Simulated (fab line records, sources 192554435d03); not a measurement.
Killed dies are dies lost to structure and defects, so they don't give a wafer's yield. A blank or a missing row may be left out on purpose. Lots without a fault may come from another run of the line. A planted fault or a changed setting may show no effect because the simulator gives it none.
fab line records | flow n5_finfet
record lots=23 wafers=69 last_day=18
route steps=1938 shown ZERO_LAYER@17 WELL_APT@56 PMOS_HMC_CHANNEL_EPI@67 FIN_SAQP@99
lots that met no fault: from a run of the same line without faults
start_h: hours from the record's first day to the start of the lot's first wafer shown | wait_h: hours since the lot's step before | " the same as in the row above | L1.1+2: a row that stands for several wafers | - no value, or no start given | * or withheld: withheld | < > ~ a bound
route shown NAME@n: a module of which the file shows steps, and the number in the route of the first | usual: mean/standard deviation of fault-free wafers | same: alike in all rows | chamber/n: place in a boat | sites: the reading at each site | _std_site: their standard deviation | _edge_site: outer sites' mean less inner sites' | radius_mm: how far each site lies from the wafer's centre | mask NAME#n: copy n | behind: the tool/chamber that last shaped the wafer | hold: why the lot was held/for how many hours/how that ended | device: the transistor (n, p or np) that didn't switch | end of line: the same wafers' tests at the end of the route | a step without rows: its recipe alone | killed: dies lost to structure and defects at the first sort, not the wafer's yield | map: a wafer's dies, x killed, . not, _ none there
set.NAME: the setting as run; set.NAME@STEP: as run at that earlier step | model.NAME: the simulator's own value behind a step, which no gauge read
steps of the route over a sample of lots; a table a step, a row a wafer
services: from which hour (start_h, from the record's first day; less than 0 if before it) a tool's chamber was out of use, for how many hours, and why
## steps
# step N5_ZERO_LAYER_STRIP_24
# recipe chemistry=O2 power_w=1000 temp_c=250 overash_fraction=0.3 pressure_mtorr=1000 o2_flow_sccm=6750
# usual drypump_motor_current_A=5.6/0.59 heater_power_w=348/29 oes_product_au=0.647/0.0044 strip_time_to_endpoint_s=43.83/0.096 temp_c=249.99/0.19
# columns lot.wafer tool chamber start_h wait_h drypump_motor_current_A heater_power_w oes_product_au rf_hours_counter_h strip_time_to_endpoint_s temp_c
L074.2 plasma_asher-01 1 13.08 0.1 6.6 333 0.648 79 43.85 250.18
L074.3 " 1 " " 6.6 326 0.648 - 43.91 250.05
L074.4 " 0 " " 6.1 310 0.653 - 43.96 250.12
L075.1 plasma_asher-02 1 19.04 0.1 4.9 387 0.657 22 43.88 250.19
L075.2 " 0 " " 5.8 326 0.649 22 43.77 249.73
L075.3 " 1 " " 4.9 384 0.647 - 43.98 250.04
L076.1 plasma_asher-02 1 25.27 0.1 5.0 397 0.643 24 43.73 249.75
L076.2 " 0 " " 5.7 322 0.646 24 43.71 250.35
L076.5 " 1 " " 4.9 385 0.645 - 43.77 250.19
L077.3 plasma_asher-02 0 31.04 0.1 5.7 329 0.656 - 43.98 250.05
L077.4 " 1 " " 4.9 393 0.653 - 43.97 249.69
L077.6 " 0 " " 5.8 322 0.642 - 43.91 249.90
L078.4 plasma_asher-01 0 37.04 0.1 6.1 324 0.647 - 43.95 250.00
L078.5 " 1 " " 6.6 329 0.646 - 43.91 249.79
L078.6 " 0 " " 6.1 330 0.645 - 43.92 250.08
L080.1 plasma_asher-02 0 49.29 0.2 5.7 326 0.645 28 43.80 250.01
L080.3 " 0 " " 5.8 327 0.656 - 43.83 249.98
L080.4 " 1 " " 4.9 385 0.650 - 43.87 249.71
L081.1 plasma_asher-02 1 55.02 0.1 4.9 387 0.650 29 43.85 249.80
L081.2 " 0 " " 5.7 338 0.653 29 43.93 249.77
L081.6 " 0 " " 5.7 323 0.649 - 43.82 249.64
L082.2 plasma_asher-02 0 61.20 0.1 5.7 327 0.653 31 43.76 250.47
L082.4 " 1 " " 4.9 394 0.646 - 43.68 250.12
L082.5 " 1 " " 4.9 381 0.650 - 43.61 250.26
L083.3 plasma_asher-02 1 67.04 0.1 4.9 392 0.643 - 43.81 250.09
L083.4 " 0 " " 5.7 324 0.648 - 43.70 249.81
L083.5 " 1 " " 4.9 388 0.644 - 43.59 249.95
L084.1 plasma_asher-02 1 73.53 0.1 4.9 376 0.645 34 43.81 250.14
L084.5 " 0 " " 5.7 323 0.651 - 43.94 250.06
L084.6 " 1 " " 4.9 389 0.643 - 43.76 250.15
L085.2 plasma_asher-02 1 78.89 0.1 4.9 387 0.647 35 43.75 250.10
L085.4 " 1 " " 4.9 388 0.647 - 43.92 250.15
L085.5 " 0 " " 5.7 325 0.654 - 43.85 250.07
L086.2 plasma_asher-02 1 85.04 0.1 5.0 387 0.645 36 43.80 250.14
L086.3 " 0 " " 5.7 329 0.640 - 43.92 250.08
L086.6 " 0 " " 5.7 322 0.644 - 43.74 250.09
L087.2 plasma_asher-01 0 91.26 0.1 6.1 327 0.637 94 43.88 250.09
L087.3 " 0 " " 6.1 319 0.644 - 43.97 250.06
L087.5 " 1 " " 6.6 332 0.647 - 43.92 250.40
L088.1 plasma_asher-01 0 97.02 0.1 6.1 328 0.646 95 43.86 250.19
L088.4 " 0 " " 6.1 316 0.644 - 43.85 250.00
L088.5 " 1 " " 6.6 336 0.649 - 43.95 249.65
L089.2 plasma_asher-02 0 103.02 0.1 5.7 324 0.643 40 43.95 250.01
L089.3 " 0 " " 5.7 327 0.649 - 43.95 249.84
L089.6 " 1 " " 4.9 374 0.645 - 43.98 249.91
L090.2 plasma_asher-01 1 108.89 0.1 6.6 322 0.646 98 43.83 249.78
L090.3 " 1 " " 6.6 330 0.642 - 43.81 249.64
L090.5 " 0 " " 6.1 326 0.654 - 43.77 249.72
L091.1 plasma_asher-01 1 115.12 0.2 6.6 331 0.650 100 43.66 249.72
L091.4 " 1 " " 6.6 342 0.645 - 43.72 249.88
L091.5 " 0 " " 6.1 323 0.655 - 43.71 249.78
L092.1 plasma_asher-02 0 121.18 0.1 5.8 318 0.649 40 43.83 249.78
L092.2 " 1 " " 4.9 388 0.649 40 43.87 250.16
L092.3 " 1 " " 4.9 389 0.647 - 43.86 249.81
L093.3 plasma_asher-01 1 126.91 0.1 6.6 338 0.649 - 43.81 250.02
L093.5 " 1 " " 6.6 335 0.656 - 43.81 249.98
L093.6 " 0 " " 6.1 322 0.649 - 43.80 249.64
L094.1 plasma_asher-02 0 133.13 0.1 5.7 332 0.642 43 43.75 250.15
L094.4 " 0 " " 5.8 320 0.641 - 43.90 250.21
L094.5 " 1 " " 4.9 383 0.650 - 43.81 250.12
L095.2 plasma_asher-02 0 138.93 0.1 5.8 323 0.651 44 43.78 250.12
L095.4 " 1 " " 4.9 381 0.648 - 43.69 250.03
L095.6 " 0 " " 5.8 325 0.642 - 43.73 250.15
L096.1 plasma_asher-02 1 145.02 0.1 4.9 392 0.642 47 43.87 249.96
L096.2 " 0 " " 5.8 332 0.655 47 43.96 250.26
L096.4 " 1 " " 4.9 385 0.640 - 43.78 249.83
L097.2 plasma_asher-02 1 150.90 0.1 4.9 384 0.643 49 43.86 249.89
L097.4 " 0 " " 5.7 325 0.651 - 43.83 249.86
L097.5 " 1 " " 4.9 381 0.650 - 43.87 249.85
# step N5_WELL_APT_INSPECT_38
# recipe inspect_instrument=darkfield mode=post_epi
# usual raw_defect_count=13/5.3
# columns lot.wafer tool chamber start_h wait_h raw_defect_count
L074.2 defect_inspect-02 - 16.85 0.4 9
L074.3 " - " " 13
L074.4 " - " " 14
L075.1 defect_inspect-01 - 22.76 0.5 21
L075.2 " - " " 14
L075.3 " - " " 12
L076.1 defect_inspect-01 - 29.11 0.5 12
L076.2 " - " " 6
L076.5 " - " " 11
L077.3 defect_inspect-02 - 34.87 0.4 25
L077.4 " - " " 22
L077.6 " - " " 29
L078.4 defect_inspect-02 - 40.73 0.2 10
L078.5 " - " " 13
L078.6 " - " " 7
L080.1 defect_inspect-01 - 53.11 0.5 15
L080.3 " - " " 8
L080.4 " - " " 9
L081.1 defect_inspect-01 - 58.68 0.5 6
L081.2 " - " " 11
L081.6 " - " " 10
L082.2 defect_inspect-01 - 65.07 0.6 18
L082.4 " - " " 14
L082.5 " - " " 8
L083.3 defect_inspect-02 - 71.01 0.3 6
L083.4 " - " " 8
L083.5 " - " " 9
L084.1 defect_inspect-01 - 77.09 0.5 6
L084.5 " - " " 19
L084.6 " - " " 12
L085.2 defect_inspect-01 - 82.59 0.4 16
L085.4 " - " " 4
L085.5 " - " " 9
L086.2 defect_inspect-01 - 88.82 0.4 10
L086.3 " - " " 20
L086.6 " - " " 17
L087.2 defect_inspect-01 - 95.63 0.6 4
L087.3 " - " " 8
L087.5 " - " " 8
L088.1 defect_inspect-02 - 101.14 0.5 7
L088.4 " - " " 22
L088.5 " - " " 14
L089.2 defect_inspect-01 - 106.79 0.4 7
L089.3 " - " " 12
L089.6 " - " " 13
L090.2 defect_inspect-01 - 112.87 0.6 13
L090.3 " - " " 9
L090.5 " - " " 11
L091.1 defect_inspect-02 - 118.82 0.5 10
L091.4 " - " " 6
L091.5 " - " " 12
L092.1 defect_inspect-01 - 125.41 0.5 12
L092.2 " - " " 17
L092.3 " - " " 21
L093.3 defect_inspect-02 - 131.72 0.4 11
L093.5 " - " " 16
L093.6 " - " " 10
L094.1 defect_inspect-02 - 136.89 0.5 13
L094.4 " - " " 13
L094.5 " - " " 14
L095.2 defect_inspect-02 - 142.91 0.4 22
L095.4 " - " " 23
L095.6 " - " " 28
L096.1 defect_inspect-01 - 148.78 0.5 13
L096.2 " - " " 9
L096.4 " - " " 9
L097.2 defect_inspect-01 - 154.66 0.4 2
L097.4 " - " " 15
L097.5 " - " " 8
# step N5_PMOS_HMC_CHANNEL_EPI_INSPECT_11
# recipe mode=adi inspect_instrument=macro
# usual raw_defect_count=2.1/1.4
# columns lot.wafer tool chamber start_h wait_h raw_defect_count
L074.2 defect_inspect-02 - 17.36 0.0 4
L074.3 " - " " 1
L074.4 " - " " 1
L075.1 defect_inspect-02 - 23.27 0.0 1
L075.2 " - " " 0
L075.3 " - " " 1
L076.1 defect_inspect-02 - 29.62 0.0 0
L076.2 " - " " 4
L076.5 " - " " 0
L077.3 defect_inspect-02 - 35.36 0.0 2
L077.4 " - " " 2
L077.6 " - " " 0
L078.4 defect_inspect-01 - 41.11 0.0 1
L078.5 " - " " 0
L078.6 " - " " 1
L080.1 defect_inspect-01 - 53.48 0.0 1
L080.3 " - " " 2
L080.4 " - " " 1
L081.1 defect_inspect-01 - 59.07 0.0 2
L081.2 " - " " 0
L081.6 " - " " 3
L082.2 defect_inspect-01 - 65.56 0.0 4
L082.4 " - " " 1
L082.5 " - " " 1
L083.3 defect_inspect-01 - 71.38 0.0 2
L083.4 " - " " 3
L083.5 " - " " 3
L084.1 defect_inspect-01 - 77.58 0.0 1
L084.5 " - " " 1
L084.6 " - " " 3
L085.2 defect_inspect-01 - 82.97 0.0 1
L085.4 " - " " 4
L085.5 " - " " 2
L086.2 defect_inspect-02 - 89.19 0.0 3
L086.3 " - " " 1
L086.6 " - " " 2
L087.2 defect_inspect-01 - 96.13 0.0 2
L087.3 " - " " 2
L087.5 " - " " 2
L088.1 defect_inspect-02 - 101.64 0.0 0
L088.4 " - " " 2
L088.5 " - " " 4
L089.2 defect_inspect-02 - 107.28 0.0 3
L089.3 " - " " 3
L089.6 " - " " 3
L090.2 defect_inspect-02 - 113.36 0.0 1
L090.3 " - " " 3
L090.5 " - " " 5
L091.1 defect_inspect-01 - 119.19 0.0 3
L091.4 " - " " 2
L091.5 " - " " 5
L092.1 defect_inspect-02 - 125.91 0.0 5
L092.2 " - " " 0
L092.3 " - " " 2
L093.3 defect_inspect-02 - 132.10 0.0 1
L093.5 " - " " 0
L093.6 " - " " 4
L094.1 defect_inspect-02 - 137.38 0.0 3
L094.4 " - " " 1
L094.5 " - " " 1
L095.2 defect_inspect-01 - 143.28 0.0 3
L095.4 " - " " 1
L095.6 " - " " 2
L096.1 defect_inspect-01 - 149.15 0.0 2
L096.2 " - " " 2
L096.4 " - " " 4
L097.2 defect_inspect-01 - 155.16 0.0 2
L097.4 " - " " 4
L097.5 " - " " 5
# step N5_FIN_SAQP_PECVD_48
# recipe material=SiNx target_thk_a=250 temp_c=400 precursor=SiH4/NH3/N2 pressure_torr=1.5 rf_w=300 time_s=22.1
# usual heater_power_w=774/130 showerhead_plenum_p_Torr=5.11/0.051 throttle_valve_pct=39.2/1.7
# columns lot.wafer tool chamber start_h wait_h heater_power_w showerhead_plenum_p_Torr since_wet_clean_h throttle_valve_pct
L074.2 pecvd-04 2 21.03 0.0 968 5.04 377 38.1
L074.3 " 1 " " 951 5.08 1450 38.4
L074.4 " 2 " " 991 5.02 - 38.2
L075.1 pecvd-01 1 27.56 0.0 517 5.02 1819 38.9
L075.2 " 2 " " 794 5.17 340 34.9
L075.3 " 2 " " 837 5.17 - 34.9
L076.1 pecvd-02 0 33.41 0.0 717 5.13 919 40.4
L076.2 " 1 " " 607 5.12 1644 40.6
L076.5 " 1 " " 628 5.13 - 40.3
L077.3 pecvd-02 2 38.87 0.0 919 5.14 170 38.5
L077.4 " 2 " " 920 5.14 - 38.3
L077.6 " 1 " " 652 5.12 - 40.3
L078.4 pecvd-02 1 44.68 0.0 665 5.13 - 40.5
L078.5 " 2 " " 866 5.15 - 38.3
L078.6 " 0 " " 794 5.14 - 40.4
L080.1 pecvd-04 1 56.95 0.0 779 5.09 1486 38.4
L080.3 " 2 " " 831 5.02 413 38.5
L080.4 " 1 " " 800 5.09 - 38.3
L081.1 pecvd-02 2 63.19 0.0 957 5.15 194 38.3
L081.2 " 0 " " 759 5.13 948 40.1
L081.6 " 0 " " 787 5.12 - 40.5
L082.2 pecvd-01 0 69.17 0.0 598 5.06 1136 42.5
L082.4 " 1 " " 559 5.02 - 38.9
L082.5 " 0 " " 605 5.07 - 42.3
L083.3 pecvd-01 2 75.80 0.0 784 5.18 388 35.4
L083.4 " 0 " " 615 5.06 - 42.1
L083.5 " 1 " " 587 5.02 - 39.1
L084.1 pecvd-04 0 81.53 0.0 754 5.16 785 40.2
L084.5 " 1 " " 862 5.09 - 38.3
L084.6 " 0 " " 757 5.16 - 39.7
L085.2 pecvd-02 0 87.51 0.0 802 5.13 973 40.1
L085.4 " 1 " " 672 5.13 - 40.2
L085.5 " 2 " " 1011 5.15 - 38.6
L086.2 pecvd-01 2 94.30 0.0 721 5.17 407 35.3
L086.3 " 0 " " 598 5.06 1161 42.1
L086.6 " 2 " " 743 5.19 - 35.1
L087.2 pecvd-02 0 101.28 0.0 819 5.13 986 40.2
L087.3 " 1 " " 740 5.12 1711 40.1
L087.5 " 0 " " 825 5.14 - 40.0
L088.1 pecvd-04 0 105.58 0.0 856 5.16 809 40.0
L088.4 " 1 " " 806 5.09 - 38.3
L088.5 " 0 " " 856 5.16 - 39.8
L089.2 pecvd-02 0 110.78 0.0 784 5.13 996 39.9
L089.3 " 1 " " 726 5.11 1721 40.5
L089.6 " 2 " " 939 5.16 - 38.7
L090.2 pecvd-02 0 117.03 0.0 811 5.12 1002 40.3
L090.3 " 2 " " 947 5.16 248 38.6
L090.5 " 1 " " 706 5.11 - 40.4
L091.1 pecvd-01 0 123.33 0.0 644 5.06 1190 42.4
L091.4 " 1 " " 517 5.02 - 39.2
L091.5 " 2 " " 666 5.17 - 35.2
L092.1 pecvd-02 2 130.67 0.0 839 5.14 262 38.7
L092.2 " 0 " " 712 5.13 1016 40.4
L092.3 " 1 " " 699 5.12 1741 40.2
L093.3 pecvd-02 1 136.86 0.0 707 5.11 1747 40.4
L093.5 " 0 " " 817 5.13 - 40.5
L093.6 " 2 " " 1003 5.16 - 38.7
L094.1 pecvd-01 0 141.18 0.0 658 5.06 1208 42.3
L094.4 " 2 " " 788 5.20 - 35.4
L094.5 " 1 " " 551 5.02 - 39.1
L095.2 pecvd-02 0 146.75 0.0 849 5.13 1032 40.4
L095.4 " 2 " " 926 5.16 - 38.9
L095.6 " 0 " " 843 5.13 - 40.5
L096.1 pecvd-01 1 152.96 0.0 605 5.02 1944 39.0
L096.2 " 2 " " 743 5.19 465 35.6
L096.4 " 2 " " 726 5.16 - 35.4
L097.2 pecvd-04 2 158.79 0.0 964 5.03 515 38.7
L097.4 " 2 " " 953 5.03 - 38.3
L097.5 " 1 " " 866 5.08 - 38.7
# step N5_FIN_SAQP_DESCUM_21
# recipe chemistry=O2 time_s=7.9 source_power_w=50 bias_power_w=20 pressure_mtorr=20 rf_frequency_hz=2.712e+07 temp_c=40 resist=CAR-ArF o2_flow_sccm=225
# usual bias_power_w=20.00/0.064 drypump_motor_current_A=5.5/0.35 oes_product_au=0.78/0.088 rf_vpp_V=243.2/1.2 showerhead_plenum_p_Torr=2.10/0.067 temp_c=40.02/0.12 throttle_valve_pct=20.49/0.3
# columns lot.wafer tool chamber start_h wait_h bias_power_w drypump_motor_current_A oes_product_au rf_hours_counter_h rf_vpp_V showerhead_plenum_p_Torr temp_c throttle_valve_pct
L074.2 rie_diel-03 1 21.70 0.1 20.03 5.6 0.75 172 244.0 2.10 39.95 20.45
L074.3 " 3 " " 20.02 5.7 0.72 202 244.6 2.16 40.00 20.91
L074.4 " 2 " " 20.00 5.7 0.71 230 240.7 1.98 40.21 20.34
L075.1 rie_diel-04 3 28.26 0.1 19.91 5.5 0.70 235 243.2 2.15 40.14 20.20
L075.2 " 1 " " 19.91 5.7 0.70 205 244.0 2.16 39.93 20.52
L075.3 " 0 " " 20.03 5.4 0.95 5 244.2 2.25 40.16 20.69
L076.1 rie_diel-03 2 34.12 0.0 19.96 5.7 0.70 235 241.1 1.98 39.88 20.34
L076.2 " 1 " " 19.95 5.6 0.74 177 242.1 2.09 39.95 20.46
L076.5 " 0 " " 19.99 5.1 0.67 - 243.3 2.07 39.92 20.81
L077.3 rie_diel-03 0 39.45 0.0 20.14 5.0 0.69 250 241.2 2.07 39.99 20.82
L077.4 " 3 " " 19.95 5.7 0.70 205 243.9 2.16 39.99 20.90
L077.6 " 2 " " 20.01 5.7 0.70 - 241.8 1.98 39.97 20.34
L078.4 rie_diel-06 3 45.70 0.4 20.04 6.5 0.74 161 245.8 2.17 39.87 20.45
L078.5 " 3 " " 19.97 6.5 0.74 - 243.2 2.17 40.02 20.46
L078.6 " 2 " " 20.00 5.0 0.88 - 242.3 2.03 40.00 20.45
L080.1 rie_diel-03 3 57.54 0.0 19.93 5.7 0.71 214 244.8 2.16 40.04 20.93
L080.3 " 1 " " 20.04 5.6 0.73 188 243.9 2.09 40.16 20.48
L080.4 " 2 " " 20.11 5.7 0.69 - 242.0 1.97 39.95 20.35
L081.1 rie_diel-06 1 63.90 0.0 19.99 5.3 0.80 95 242.6 2.03 40.05 20.69
L081.2 " 2 " " 20.12 5.0 0.86 50 243.2 2.03 40.02 20.47
L081.6 " 1 " " 19.92 5.3 0.80 - 241.6 2.03 40.09 20.68
L082.2 rie_diel-06 1 69.88 0.0 19.90 5.3 0.80 97 242.2 2.03 39.87 20.68
L082.4 " 3 " " 19.97 6.5 0.73 170 245.1 2.17 40.05 20.47
L082.5 " 1 " " 19.96 5.3 0.79 - 241.7 2.02 39.93 20.67
L083.3 rie_diel-03 0 76.78 0.3 20.03 5.0 0.97 4 242.5 2.06 39.91 20.43
L083.4 " 1 " " 20.00 5.6 0.73 - 241.8 2.09 39.85 20.48
L083.5 " 3 " " 19.91 5.7 0.70 - 244.4 2.15 40.11 20.93
L084.1 rie_diel-03 1 82.24 0.0 19.89 5.6 0.72 198 243.0 2.09 40.05 20.49
L084.5 " 0 " " 19.90 5.1 0.96 - 242.5 2.06 39.99 20.42
L084.6 " 1 " " 19.89 5.5 0.72 - 244.1 2.09 39.94 20.46
L085.2 rie_diel-06 0 88.22 0.0 19.96 5.5 0.75 162 243.4 2.09 40.04 20.21
L085.4 " 3 " " 20.02 6.5 0.73 175 245.4 2.16 39.95 20.49
L085.5 " 3 " " 19.98 6.5 0.73 - 245.2 2.16 40.15 20.48
L086.2 rie_diel-03 0 95.01 0.0 19.96 5.0 0.93 11 242.9 2.06 40.21 20.44
L086.3 " 3 " " 20.09 5.6 0.70 228 244.4 2.15 39.90 20.94
L086.6 " 2 " " 19.98 5.6 0.96 - 246.6 2.23 40.12 19.97
L087.2 rie_diel-04 3 101.99 0.0 19.97 5.5 0.97 8 243.3 2.14 40.25 19.85
L087.3 " 2 " " 19.85 5.7 0.92 20 242.0 2.13 39.77 19.84
L087.5 " 1 " " 19.96 5.8 0.68 - 242.7 2.15 39.86 20.56
L088.1 rie_diel-03 1 106.29 0.0 20.03 5.6 0.71 208 242.6 2.08 40.00 20.49
L088.4 " 0 " " 20.00 5.0 0.92 - 241.2 2.06 40.17 20.45
L088.5 " 1 " " 19.88 5.6 0.71 - 243.2 2.08 39.96 20.50
L089.2 rie_diel-03 1 111.49 0.0 19.87 5.5 0.70 211 243.1 2.08 39.98 20.50
L089.3 " 3 " " 19.94 5.7 0.70 - 244.0 2.15 39.88 20.96
L089.6 " 3 " " 19.97 5.7 0.69 - 243.3 2.15 40.10 20.97
L090.2 rie_diel-06 1 117.74 0.0 20.01 5.3 0.78 111 242.2 2.02 40.03 20.70
L090.3 " 2 " " 19.97 5.0 0.84 69 241.9 2.03 39.90 20.50
L090.5 " 0 " " 20.03 5.5 0.74 - 242.5 2.09 40.09 20.21
L091.1 rie_diel-06 0 124.34 0.3 19.90 5.5 0.74 174 244.1 2.09 39.98 20.24
L091.4 " 1 " " 19.85 5.3 0.79 114 240.8 2.02 40.04 20.70
L091.5 " 2 " " 19.95 5.0 0.84 - 243.5 2.02 40.19 20.50
L092.1 rie_diel-06 3 131.25 0.0 19.96 6.5 0.72 191 245.9 2.16 39.89 20.52
L092.2 " 1 " " 20.03 5.3 0.78 116 242.5 2.02 39.99 20.70
L092.3 " 2 " " 20.06 5.0 0.83 74 242.6 2.02 40.00 20.51
L093.3 rie_diel-04 3 137.89 0.3 19.98 5.5 0.93 19 243.2 2.13 40.19 19.86
L093.5 " 3 " " 20.02 5.5 0.94 - 243.3 2.13 40.15 19.88
L093.6 " 2 " " 19.97 5.7 0.88 - 243.8 2.13 39.99 19.87
L094.1 rie_diel-04 3 141.90 0.0 19.96 5.5 0.91 21 243.0 2.13 39.95 19.88
L094.4 " 0 " " 20.01 5.4 0.85 49 246.0 2.23 39.90 20.77
L094.5 " 0 " " 19.96 5.4 0.85 - 243.6 2.23 39.91 20.75
L095.2 rie_diel-03 2 147.49 0.0 20.03 5.7 0.91 13 244.8 2.23 39.80 19.99
L095.4 " 1 " " 20.02 5.5 0.70 224 242.0 2.08 39.88 20.52
L095.6 " 0 " " 20.07 5.0 0.89 - 242.6 2.06 39.97 20.46
L096.1 rie_diel-06 1 153.73 0.1 20.06 5.3 0.76 125 240.8 2.02 40.14 20.71
L096.2 " 0 " " 19.96 5.5 0.73 184 242.9 2.08 40.12 20.22
L096.4 " 3 " " 20.02 6.5 0.71 199 244.3 2.16 40.01 20.52
L097.2 rie_diel-04 2 159.50 0.0 20.07 5.7 0.87 39 244.1 2.12 39.85 19.86
L097.4 " 0 " " 20.02 5.4 0.84 - 244.0 2.23 39.90 20.78
L097.5 " 2 " " 20.10 5.6 0.87 - 244.6 2.12 39.74 19.87
# step N5_FIN_SAQP_SPACER1_ETCHBACK_25
# recipe chemistry=CHF3/O2 mode=anisotropic_etchback target=SiO2 target_depth_a=244 time_s=12.2 pressure_mtorr=30 source_w=650 bias_w=170 Ar_flow_sccm=200 CHF3_flow_sccm=50 O2_flow_sccm=5 ion_energy_ev=200
# usual drypump_motor_current_A=5.6/0.35 oes_o_777_au=0.79/0.09 oes_product_au=0.79/0.094 rf_vpp_V=525/5.1 showerhead_plenum_p_Torr=2.43/0.072 throttle_valve_pct=18.93/0.3
# columns lot.wafer tool chamber start_h wait_h drypump_motor_current_A oes_o_777_au oes_product_au rf_hours_counter_h rf_vpp_V showerhead_plenum_p_Torr throttle_valve_pct
L074.2 rie_diel-06 3 23.53 0.4 6.5 0.76 0.76 152 531 2.51 18.98
L074.3 " 1 " " 5.4 0.81 0.81 80 518 2.34 19.08
L074.4 " 1 " " 5.3 0.82 0.82 - 518 2.34 19.11
L075.1 rie_diel-06 0 30.10 0.4 5.4 0.78 0.77 143 519 2.42 18.68
L075.2 " 1 " " 5.3 0.81 0.81 83 517 2.34 19.09
L075.3 " 3 " " 6.5 0.75 0.74 155 530 2.50 18.98
L076.1 rie_diel-04 0 35.96 0.4 5.4 0.94 0.93 7 525 2.56 19.01
L076.2 " 3 " " 5.5 0.71 0.68 237 524 2.47 18.71
L076.5 " 1 " " 5.7 0.71 0.69 - 526 2.49 19.04
L077.3 rie_diel-03 2 41.58 0.4 5.6 0.70 0.69 237 525 2.29 18.85
L077.4 " 1 " " 5.6 0.74 0.73 - 531 2.40 18.89
L077.6 " 2 " " 5.7 0.71 0.70 - 527 2.29 18.85
L078.4 rie_diel-03 2 47.55 0.4 5.7 0.70 0.70 - 526 2.28 18.87
L078.5 " 1 " " 5.6 0.74 0.73 - 530 2.40 18.88
L078.6 " 3 " " 5.7 0.70 0.70 - 530 2.49 19.41
L080.1 rie_diel-03 3 59.35 0.4 5.7 0.70 0.70 215 527 2.48 19.40
L080.3 " 2 " " 5.6 0.69 0.69 246 527 2.28 18.87
L080.4 " 3 " " 5.7 0.70 0.70 - 530 2.48 19.41
L081.1 rie_diel-04 2 66.26 0.6 5.7 0.95 0.96 5 525 2.47 18.35
L081.2 " 1 " " 5.7 0.70 0.68 218 526 2.49 19.05
L081.6 " 1 " " 5.7 0.70 0.68 - 525 2.49 19.07
L082.2 rie_diel-03 0 71.83 0.5 5.0 0.98 0.97 2 517 2.37 18.84
L082.4 " 3 " " 5.7 0.70 0.70 - 529 2.48 19.42
L082.5 " 1 " " 5.6 0.73 0.72 - 530 2.40 18.90
L083.3 rie_diel-03 1 78.72 0.4 5.6 0.74 0.71 197 530 2.40 18.92
L083.4 " 3 " " 5.6 0.69 0.70 - 530 2.48 19.41
L083.5 " 0 " " 5.0 0.96 0.96 - 517 2.37 18.84
L084.1 rie_diel-06 3 84.42 0.4 6.5 0.73 0.73 174 532 2.50 19.02
L084.5 " 2 " " 5.0 0.83 0.86 - 521 2.36 19.05
L084.6 " 3 " " 6.5 0.73 0.73 - 531 2.50 19.01
L085.2 rie_diel-04 1 90.03 0.4 5.8 0.69 0.68 229 526 2.48 19.07
L085.4 " 3 " " 5.5 0.98 0.99 3 523 2.46 18.33
L085.5 " 1 " " 5.8 0.69 0.69 - 527 2.48 19.08
L086.2 rie_diel-03 2 97.39 0.4 5.6 0.94 0.94 5 535 2.57 18.47
L086.3 " 3 " " 5.7 0.69 0.68 229 529 2.48 19.44
L086.6 " 2 " " 5.7 0.94 0.94 - 534 2.57 18.47
L087.2 rie_diel-06 0 103.80 0.4 5.4 0.76 0.75 166 516 2.41 18.72
L087.3 " 1 " " 5.3 0.79 0.79 106 517 2.33 19.13
L087.5 " 1 " " 5.3 0.79 0.79 - 518 2.33 19.13
L088.1 rie_diel-03 0 108.19 0.5 5.0 0.93 0.91 17 517 2.37 18.87
L088.4 " 1 " " 5.6 0.72 0.71 - 531 2.39 18.93
L088.5 " 3 " " 5.7 0.69 0.68 - 530 2.48 19.46
L089.2 rie_diel-03 1 113.44 0.4 5.5 0.72 0.70 212 530 2.39 18.93
L089.3 " 3 " " 5.7 0.69 0.68 - 528 2.47 19.45
L089.6 " 3 " " 5.7 0.68 0.69 - 530 2.48 19.45
L090.2 rie_diel-06 2 119.86 0.4 5.0 0.82 0.84 70 523 2.35 19.07
L090.3 " 3 " " 6.5 0.73 0.72 187 531 2.49 19.02
L090.5 " 2 " " 5.0 0.82 0.84 - 521 2.36 19.07
L091.1 rie_diel-03 2 126.14 0.4 5.6 0.94 0.94 7 535 2.57 18.47
L091.4 " 1 " " 5.6 0.71 0.70 218 529 2.39 18.95
L091.5 " 1 " " 5.6 0.71 0.70 - 530 2.39 18.96
L092.1 rie_diel-04 1 133.20 0.4 5.8 0.68 0.67 244 526 2.48 19.09
L092.2 " 3 " " 5.5 0.93 0.93 18 522 2.46 18.37
L092.3 " 2 " " 5.7 0.88 0.89 30 525 2.46 18.39
L093.3 rie_diel-04 2 139.92 0.6 5.7 0.88 0.90 32 525 2.46 18.38
L093.5 " 3 " " 5.5 0.92 0.94 - 524 2.46 18.37
L093.6 " 0 " " 5.4 0.85 0.85 - 525 2.54 19.09
L094.1 rie_diel-04 3 144.22 0.4 5.5 0.92 0.93 22 524 2.46 18.36
L094.4 " 0 " " 5.4 0.85 0.84 49 526 2.54 19.07
L094.5 " 3 " " 5.5 0.92 0.93 - 522 2.46 18.36
L095.2 rie_diel-04 2 149.34 0.4 5.7 0.87 0.88 35 526 2.46 18.38
L095.4 " 2 " " 5.7 0.87 0.88 - 525 2.46 18.39
L095.6 " 0 " " 5.4 0.85 0.84 - 524 2.54 19.10
L096.1 rie_diel-06 2 156.15 0.4 5.0 0.81 0.82 84 522 2.35 19.10
L096.2 " 3 " " 6.5 0.72 0.71 200 530 2.49 19.04
L096.4 " 1 " " 5.3 0.77 0.77 126 518 2.32 19.18
L097.2 rie_diel-06 2 161.31 0.4 5.0 0.81 0.82 85 521 2.35 19.10
L097.4 " 0 " " 5.5 0.73 0.72 187 517 2.40 18.76
L097.5 " 1 " " 5.3 0.76 0.77 - 518 2.32 19.17
## services
# columns tool chamber start_h hours kind
plasma_asher-01 - -8.04 3.2 repair
pecvd-01 0 1.91 1.9 repair
pecvd-01 0 14.79 16.4 repair
rie_diel-06 2 19.45 22.1 repair
pecvd-01 - 19.75 1.6 repair
rie_diel-03 3 22.21 6.4 repair
plasma_asher-02 - 31.88 0.8 repair
rie_diel-03 0 39.72 - clean
rie_diel-03 0 39.72 - consumable_replace:focus_ring
plasma_asher-02 - 50.71 2.8 pm
rie_diel-06 1 51.39 1.4 repair
pecvd-04 1 59.50 10.1 repair
plasma_asher-01 - 59.79 2.6 repair
rie_diel-03 2 69.94 - clean
rie_diel-03 2 69.94 - consumable_replace:focus_ring
rie_diel-03 2 69.94 - consumable_replace:showerhead
rie_diel-03 2 69.94 13.2 scheduled_down
rie_diel-03 2 69.94 13.2 vent_cycle
plasma_asher-02 - 106.61 13.5 repair
rie_diel-03 0 111.09 14.0 repair
pecvd-04 - 127.70 0.8 pm
plasma_asher-01 - 135.25 28.1 pm
pecvd-02 - 137.13 1.7 repair
rie_diel-03 3 148.21 - clean
## key
fault none
